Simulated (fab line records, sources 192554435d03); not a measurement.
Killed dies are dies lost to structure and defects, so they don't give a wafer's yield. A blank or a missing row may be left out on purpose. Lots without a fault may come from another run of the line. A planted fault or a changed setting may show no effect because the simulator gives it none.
Which tool did it? | flow n5_finfet | 9 lots, 26 wafers sampled, at 6 steps of a route of 1938

WHAT THE GAUGES READ, wafer by wafer
N5_SD_EPI_P_EPI_MEAS_23.
lot  | measured    | on            | thk_nm (nm)
L205 | day 3 21:26 | film_metro-01 | 63.2 61.1 63.2
L207 | day 4 12:44 | film_metro-02 | 63.0 60.6 61.6
L208 | day 4 14:22 | film_metro-01 | 61.5 59.2 60.2
L209 | day 4 22:17 | film_metro-01 | 62.1 60.4 61.4
L210 | day 5 01:51 | film_metro-02 | 61.8 63.9 60.3
L215 | day 6 19:48 | film_metro-02 | 60.5 62.2
L221 | day 7 22:55 | film_metro-01 | 61.6 63.4 63.3
L223 | day 8 09:39 | film_metro-01 | 60.4 59.7 60.8
L224 | day 8 17:11 | film_metro-01 | 62.2 61.5 61.3

N5_ILD0_INSPECT_06: inspects for defects (darkfield).
lot  | measured    | on                | raw_defect_count
L205 | day 4 04:43 | defect_inspect-01 | 42 43 28
L207 | day 4 19:58 | defect_inspect-01 | 21 11 22
L208 | day 4 22:17 | defect_inspect-02 | 26 45 37
L209 | day 5 06:04 | defect_inspect-01 | 41 42 31
L210 | day 5 09:22 | defect_inspect-02 | 48 26 43
L215 | day 7 03:00 | defect_inspect-02 | 44 91
L221 | day 8 06:48 | defect_inspect-02 | 820 63 69
L223 | day 8 17:26 | defect_inspect-01 | 53 40 22
L224 | day 9 00:33 | defect_inspect-01 | 13 28 26

N5_BEOL_M4_RC_MEAS_101.
lot  | measured     | on        | DIBL_N (mV/V)  | DIBL_P (mV/V)  | IOFF_N (nA/um)    | IOFF_P (nA/um) | ION_N (uA/um) | ION_P (uA/um) | SS_N (mV/dec)  | SS_P (mV/dec)  | VT_N (mV)   | VT_P (mV)
L205 | day 8 10:22  | prober-02 | 36.0 34.5 38.5 | 36.0 33.9 39.2 | 0.160 0.134 0.214 | 0.20 0.18 0.26 | 664 657 674   | 454 450 459   | 71.5 71.3 72.6 | 73.9 73.7 74.7 | 250 252 244 | -252 -256 -247
L207 | day 9 03:16  | prober-02 | 36.6 35.1 37.3 | 35.3 33.9 36.3 | 0.158 0.135 0.173 | 0.23 0.21 0.25 | 678 662 677   | 467 462 470   | 71.5 70.4 71.1 | 73.4 73.0 73.6 | 250 252 250 | -248 -248 -244
L208 | day 9 04:07  | prober-01 | 35.8 35.5 37.0 | 34.7 34.8 36.7 | 0.145 0.150 0.172 | 0.19 0.20 0.23 | 660 681 667   | 451 465 460   | 71.2 71.0 70.9 | 73.5 73.2 73.8 | 249 250 248 | -251 -249 -248
L209 | day 9 12:04  | prober-01 | 37.1 35.5 35.7 | 38.5 35.8 36.4 | 0.212 0.180 0.170 | 0.25 0.21 0.21 | 682 694 678   | 468 470 462   | 72.3 72.4 72.6 | 73.9 72.8 73.1 | 246 246 248 | -248 -249 -249
L210 | day 9 18:33  | prober-01 | 36.1 34.1 37.8 | 36.2 34.4 38.3 | 0.176 0.137 0.221 | 0.26 0.23 0.30 | 697 680 711   | 483 475 487   | 71.6 70.8 72.2 | 73.3 73.2 74.0 | 245 249 242 | -244 -244 -242
L215 | day 11 02:14 | prober-02 | 38.6 37.4      | 40.1 36.5      | 0.216 0.170       | 0.23 0.17      | 691 667       | 465 449       | 72.2 72.1      | 74.6 73.5      | 244 249     | -252 -255
L221 | day 13 01:41 | prober-01 | 37.9 39.4 38.6 | 38.4 41.1 38.5 | 0.174 0.228 0.181 | 0.24 0.29 0.23 | 668 703 658   | 462 481 452   | 72.1 71.8 71.8 | 73.4 74.9 73.6 | 248 245 250 | -251 -247 -251
L223 | day 13 01:34 | prober-02 | 36.3 35.6 35.4 | 36.5 36.2 35.1 | 0.160 0.138 0.140 | 0.20 0.20 0.19 | 671 660 673   | 456 451 459   | 72.0 71.5 70.9 | 74.1 73.5 74.4 | 248 254 252 | -253 -255 -253
L224 | day 13 07:11 | prober-02 | 34.0 36.4 36.2 | 34.6 37.1 37.3 | 0.139 0.179 0.174 | 0.20 0.24 0.25 | 679 669 674   | 465 466 467   | 71.0 72.0 71.8 | 72.8 73.6 73.0 | 250 247 248 | -249 -243 -245

WHICH TOOL RAN EACH LOT (tool, then ch and the chambers of the sampled wafers, then the start)
lot  | N5_ILD0_ALD_15                   | N5_ILD0_CMP_12               | N5_SDB_ETCH_17
L205 | ald_sin-04 ch 1,2, day 4 02:11   | cmp-04 ch 0,1,2, day 4 04:28 | rie_diel-05 ch 1,3, day 4 05:12
L207 | ald_sin-04 ch 2,3, day 4 17:27   | cmp-04 ch 0,1, day 4 19:39   | rie_diel-06 ch 1,2,3, day 4 20:35
L208 | ald_sin-04 ch 0,1, day 4 19:45   | cmp-03 ch 0,1, day 4 21:57   | rie_diel-02 ch 0,3, day 4 22:53
L209 | ald_sin-04 ch 0,1,2, day 5 03:32 | cmp-01 ch 0,2, day 5 05:44   | rie_diel-05 ch 0,2,3, day 5 06:32
L210 | ald_sin-04 ch 0,1, day 5 06:50   | cmp-04 ch 1,2, day 5 09:05   | rie_diel-06 ch 0,1,2, day 5 09:58
L215 | ald_sin-02 ch 0,1, day 7 00:29   | cmp-03 ch 1,2, day 7 02:43   | rie_diel-05 ch 1,2, day 7 03:41
L221 | ald_sin-02 ch 0,1,2, day 8 04:17 | cmp-03 ch 1,2,3, day 8 06:35 | rie_diel-06 ch 0,1,3, day 8 07:30
L223 | ald_sin-04 ch 2,3, day 8 14:53   | cmp-01 ch 0,2,3, day 8 17:11 | rie_diel-05 ch 0,2, day 8 17:55
L224 | ald_sin-04 ch 0,1,3, day 8 22:01 | cmp-01 ch 0,1,3, day 9 00:14 | rie_diel-05 ch 1,2,3, day 9 01:02
- N5_ILD0_ALD_15: deposits SiNx, target thk 24 nm, pulse time 1 s, ald cycles 480.
- N5_ILD0_CMP_12: polishes SiNx, stops on poly-Si, t overpolish 6 s, target thk 17.67 nm.
- N5_SDB_ETCH_17: etches SiARC in CF4, target depth 23.4 nm, time 39 s.

WHAT THE TOOLS THEMSELVES READ (means of the sampled wafers that have a number; where no wafer has one, the mark that the record gives instead)
N5_ILD0_ALD_15.
lot  | tool       | chamber_pressure_Torr (Torr) | heater_power_outer_w (W) | heater_power_w (W) | precursor_pulse_height_rel
L205 | ald_sin-04 | 2.003                        | 468                      | 849                | 1.016
L207 | ald_sin-04 | 2.003                        | 434                      | 737                | 0.978
L208 | ald_sin-04 | 2.000                        | 506                      | 822                | 0.988
L209 | ald_sin-04 | 1.995                        | 507                      | 877                | 0.985
L210 | ald_sin-04 | 1.998                        | 504                      | 825                | 0.970
L215 | ald_sin-02 | 1.997                        | 480                      | 786                | 1.015
L221 | ald_sin-02 | 1.999                        | 496                      | 823                | 0.990
L223 | ald_sin-04 | 2.002                        | 457                      | 821                | 0.988
L224 | ald_sin-04 | 1.999                        | 483                      | 800                | 0.985

N5_ILD0_CMP_12.
lot  | tool   | motor_current_A (A) | overpolish_run_s (s) | slurry_flow_ml_min | time_to_endpoint_s (s)
L205 | cmp-04 | 8.7                 | 6.001                | 149.8              | 26
L207 | cmp-04 | 9.3                 | 5.996                | 150.0              | 30
L208 | cmp-03 | 9.6                 | 5.997                | 150.3              | 26
L209 | cmp-01 | 8.2                 | 5.999                | 149.8              | 30
L210 | cmp-04 | 8.4                 | 5.995                | 149.3              | 28
L215 | cmp-03 | 9.4                 | 6.002                | 150.6              | 24
L221 | cmp-03 | 9.6                 | 6.007                | 150.4              | 27
L223 | cmp-01 | 9.0                 | 6.004                | 150.0              | 33
L224 | cmp-01 | 9.0                 | 5.997                | 150.3              | 34

N5_SDB_ETCH_17.
lot  | tool        | drypump_motor_current_A (A) | etch_rf_on_time_s (s) | oes_product_au (a.u.) | rf_vpp_V (V) | showerhead_plenum_p_Torr (Torr) | throttle_valve_pct (%)
L205 | rie_diel-05 | 5.0                         | 39.0                  | 0.60                  | 183.7        | 2.12                            | 15.5
L207 | rie_diel-06 | 6.1                         | 39.1                  | 0.61                  | 184.3        | 2.13                            | 15.9
L208 | rie_diel-02 | 5.7                         | 37.2                  | 0.74                  | 184.0        | 2.12                            | 15.2
L209 | rie_diel-05 | 5.4                         | 40.3                  | 0.66                  | 183.7        | 2.12                            | 15.4
L210 | rie_diel-06 | 5.5                         | 38.9                  | 0.67                  | 183.7        | 2.15                            | 15.7
L215 | rie_diel-05 | 5.2                         | 39.0                  | 0.77                  | 183.2        | 2.13                            | 15.2
L221 | rie_diel-06 | 5.6                         | 39.1                  | 0.64                  | 184.4        | 2.20                            | 15.6
L223 | rie_diel-05 | 5.3                         | 40.7                  | 0.66                  | 183.2        | 2.10                            | 15.4
L224 | rie_diel-05 | 5.3                         | 39.6                  | 0.68                  | 184.0        | 2.13                            | 15.4

THE ANSWER, worked out from the rows above alone
Rule: what is usual is taken from the lots themselves. Put in order of their means at a reading, lots are off if they are a third of the lots or fewer, leave a main group of 4 or more, and stand apart from it by a gap of 3 or more times the standard deviation of the main group's means; of several such gaps the widest counts. A main group whose means are all the same, to the digits that the tables above print for the reading, isn't used. A lot without any number at a reading at which 4 lots or more have one is off too. The other lots that the step has rows for count as sound. The gauges are gone through in route order, then the tools' own readings, and for those a lot's mean is taken as printed above. The first step at which some lot is off is used, and at that step the reading that is off furthest; a lot without a number counts as furthest.
Off: L221, at N5_ILD0_INSPECT_06 (raw_defect_count). The main group: mean 37, standard deviation 14.
A tool fits if, at a process step before that reading, it ran every lot that is off, and no sound lot after the first of them. The gauges at N5_ILD0_INSPECT_06 aren't tried: what is off there is off at N5_BEOL_M4_RC_MEAS_101 too, on other tools, and a gauge's error can't cause that. Can't be told from this: 2 tools fit, ald_sin-02 at N5_ILD0_ALD_15, cmp-03 at N5_ILD0_CMP_12.

WHAT THE SIMULATOR HAD PUT IN
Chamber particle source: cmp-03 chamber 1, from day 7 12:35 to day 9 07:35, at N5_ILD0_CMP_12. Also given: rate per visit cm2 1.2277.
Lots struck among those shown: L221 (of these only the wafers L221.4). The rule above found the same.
